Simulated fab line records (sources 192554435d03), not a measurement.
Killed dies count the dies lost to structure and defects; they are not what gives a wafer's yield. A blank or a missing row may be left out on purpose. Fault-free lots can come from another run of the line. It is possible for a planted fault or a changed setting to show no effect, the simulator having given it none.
Chamber matching    flow n5-finfet    N5_FIN_SAQP_MANDREL1_REMOVE_56 on rie-si-01: 4 sister chambers
The step chemistry HBr/Cl2/O2, target a-Si, stops on SiNx, bt time 10 s. 16 wafers are shown with their chamber, then 8 later ones without.

## EACH WAFER AND ITS CHAMBER
wafer   chamber  drypump-motor-current-A (A)  oes-product-au (a.u.)
L076.1  1        6.3                          0.994
L076.4  2        5.5                          1.004
L076.5  1        6.2                          0.989
L077.1  0        6.3                          1.018
L077.4  1        6.3                          1.001
L077.5  1        6.3                          0.989
L079.1  0        6.3                          1.017
L079.4  3        5.5                          0.994
L079.6  3        5.5                          0.991
L080.1  3        5.5                          0.983
L080.4  1        6.3                          0.961
L080.6  3        5.5                          0.987
L084.1  2        5.5                          1.001
L084.4  3        5.5                          0.997
L084.6  0        6.2                          1.016
L086.1  0        6.3                          1.008

SIGNATURES, as means of the wafers listed above
reading                  chamber 0  chamber 1  chamber 2  chamber 3  scatter within a chamber
drypump-motor-current-A  6.275      6.280      5.500      5.500      0.0359
oes-product-au           1.01475    0.98680    1.00250    0.99040    0.00966
Rule: for a wafer and a chamber, the distance is found by dividing, reading by reading, the gap between the wafer's reading and the chamber's mean by the reading's scatter, squaring, summing and taking the root. If the next closest chamber is less than 2 further off than the closest, the wafer can't be placed; otherwise it belongs to the closest. The scatter: take each reading less its chamber's mean, square it, sum over the shown wafers, divide by the number of wafers less the number of chambers, and take the root.

## WAFERS WHOSE CHAMBER IS MISSING
wafer   drypump-motor-current-A (A)  oes-product-au (a.u.)
L086.5  5.5                          0.983
L086.6  6.3                          1.005
L088.1  6.3                          0.971
L088.3  5.5                          0.996
L088.6  5.6                          0.989
L089.2  6.3                          0.982
L089.3  5.6                          0.998
L089.6  5.5                          0.981

## WHICH CHAMBER EACH ONE RAN IN
wafer   from the rows above      in truth
L086.5  can't be placed: 3 or 2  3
L086.6  can't be placed: 0 or 1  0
L088.1  1                        1
L088.3  can't be placed: 3 or 2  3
L088.6  can't be placed: 3 or 2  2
L089.2  1                        1
L089.3  can't be placed: 2 or 3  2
L089.6  can't be placed: 3 or 2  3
Correct placement for 2 of the 8. These rows do not allow placing 6 (true chamber among the candidates in 6). Wrongly placed: 0.
